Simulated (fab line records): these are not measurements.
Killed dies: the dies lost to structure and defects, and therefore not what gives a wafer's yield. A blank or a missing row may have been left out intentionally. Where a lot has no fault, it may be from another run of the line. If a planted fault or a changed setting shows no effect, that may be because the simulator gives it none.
Comparing a struck lot with a sound one :: flow n5Finfet :: 16 steps out of a route of 1938
Sound: the wafers L663.2, L663.3, L663.4. Wafers struck: L677.2, L677.4, L677.6. The cause is given at the end.
At each step with rows: each side's tool, then ch and its chambers, then its first start. Under that, the readings that differ: sound wafers :: struck wafers :: difference of the means :: sigmas: that difference in standard deviations of wafers without a fault.
alike: same words and numbers on both sides, and readings whose means sit less than 2 such deviations apart. not compared: any withheld reading, any reading some wafer has no value for, any bound like >300 that may hide the same value, and any number with overlapping values for which the record gives no deviation.
A row with sigmas, a row that says differs or no value, or rows on one side alone: a step with any of these is where the two part. Non-overlapping numbers with no deviation appear without sigmas and do not part them. Lack of a reading on every wafer of one side parts them only where that side has two or more wafers.

first, 1 step without rows for these wafers: N5_BEOL_M0_SAQP_DEVELOP_13 (develop time 30 s).
N5_BEOL_M0_SAQP_CD_MEAS_14: the cd target is 42.5 nm.
  sound on cdSem-01 ch 0, day 5 17:14; struck on cdSem-02 ch 0, day 9 01:49
  alike: cdNm
N5_BEOL_M0_SAQP_OVL_MEAS_15:
  sound on overlay-01 ch 0, day 5 17:16; struck on overlay-02 ch 0, day 9 01:50
reading: M0_CORE_OVL (nm)
sound: -0.8 -1.0 -0.4
struck: 0.5 1.5 0.3
difference: +1.5
sigmas: +2
N5_BEOL_M0_SAQP_INSPECT_16: inspects for defects (brightfield).
  sound: defectInspect-02 at day 5 17:17; struck: defectInspect-02 at day 9 01:52
  alike: rawDefectCount
then, 1 step without rows for these wafers: N5_BEOL_M0_SAQP_DESCUM_19 (chemistry O2, time 7.9 s).
N5_BEOL_M0_SAQP_ETCH_83: etches SiARC in CF4, target depth 39 nm, time 65 s.
  sound on rieDiel-03 ch 0,1,2, day 5 17:22; struck on rieDiel-03 ch 0,2, day 9 01:56
  alike: biasW, drypumpMotorCurrentA, etchRfOnTimeS, oesProductAu, rfVppV, showerheadPlenumPTorr, throttleValvePct
  not compared: rfHoursCounterH
N5_BEOL_M0_SAQP_ETCH_84: etches SOC in N2/H2, target depth 100 nm, overetch 20 nm, time 150 s.
  sound on rieDiel-03 ch 0,1,2, day 5 17:25; struck on rieDiel-03 ch 0,2, day 9 01:59
  alike: biasW, drypumpMotorCurrentA, oesProductAu, rfVppV, showerheadPlenumPTorr, throttleValvePct
  not compared: rfHoursCounterH
then, 1 step without rows for these wafers: N5_BEOL_M0_SAQP_STRIP_80 (strips in N2/H2).
N5_BEOL_M0_SAQP_HM_OPEN_112: chemistry CHF3/O2, target SiO2, stops on a-Si, target depth 12 nm, time 13.5 s.
  sound on rieDiel-03 ch 0,1,2, day 5 17:31; struck on rieDiel-03 ch 0,2, day 9 02:05
  alike: biasW, drypumpMotorCurrentA, oes_ar_750_au, oesProductAu, rfVppV, showerheadPlenumPTorr, throttleValvePct
  not compared: rfHoursCounterH
then, 1 step without rows for these wafers: N5_BEOL_M0_SAQP_STRIP_113 (strips in CHF3/O2).
N5_BEOL_M0_SAQP_MANDREL_ETCH_20: etches a-Si in HBr/Cl2, stops on SiNx, target depth 60 nm, bt time 10 s, time 30 s.
  sound on rieSi-05 ch 0,2,3, day 5 17:36; struck on rieSi-04 ch 0,2,3, day 9 02:10
  alike: biasW, drypumpMotorCurrentA, oesProductAu, throttleValvePct
  not compared: rfHoursCounterH
N5_BEOL_M0_SAQP_STRIP_86: strips in N2/H2.
  sound on rieDiel-04 ch 0,2,3, day 5 17:44; struck on rieDiel-01 ch 0,1,3, day 9 02:16
  alike: biasPowerW, chamberPressureMTorr, drypumpMotorCurrentA, oesProductAu, rfVppV, showerheadPlenumPTorr, throttleValvePct
  not compared: rfHoursCounterH
N5_BEOL_M0_SAQP_STRIP_115: strips in post etch residue remover, time 60 s.
  sound on wetBench-05 ch 1,5,6, day 5 17:48; struck on wetBench-05 ch 1,3,4, day 9 02:20
  no value came back on the struck wafers for runLengthS (s), tempC (C); on the sound wafers runLengthS (s) reads 66.3 66.5 67.1
then, 1 step without rows for these wafers: N5_BEOL_M0_SAQP_SRD_93 (time 30 s).
-- record jumps: 3 days separate the struck wafers' starts on either side; left off in module BEOL_M0_SAQP, taken up again in module BEOL_M4, whose first shown step is the route's number 1111 --
N5_BEOL_M4_RC_MEAS_101:
  sound on prober-01 ch 0, day 8 10:47; struck on prober-02 ch 0, day 12 04:43
  alike: DIBL_N, DIBL_P, IOFF_N, IOFF_P, ION_N, ION_P, SS_N, SS_P, VT_N, VT_P
N5_PASSIVATION_PROBE_49:
  rows exist in the record for the sound wafers here (prober-01, day 13 02:56), none for the struck ones

== WHERE THEY PART ==
At N5_BEOL_M0_SAQP_OVL_MEAS_15 first; at N5_PASSIVATION_PROBE_49 last (within this record only).

WHY: whatever the simulator had introduced
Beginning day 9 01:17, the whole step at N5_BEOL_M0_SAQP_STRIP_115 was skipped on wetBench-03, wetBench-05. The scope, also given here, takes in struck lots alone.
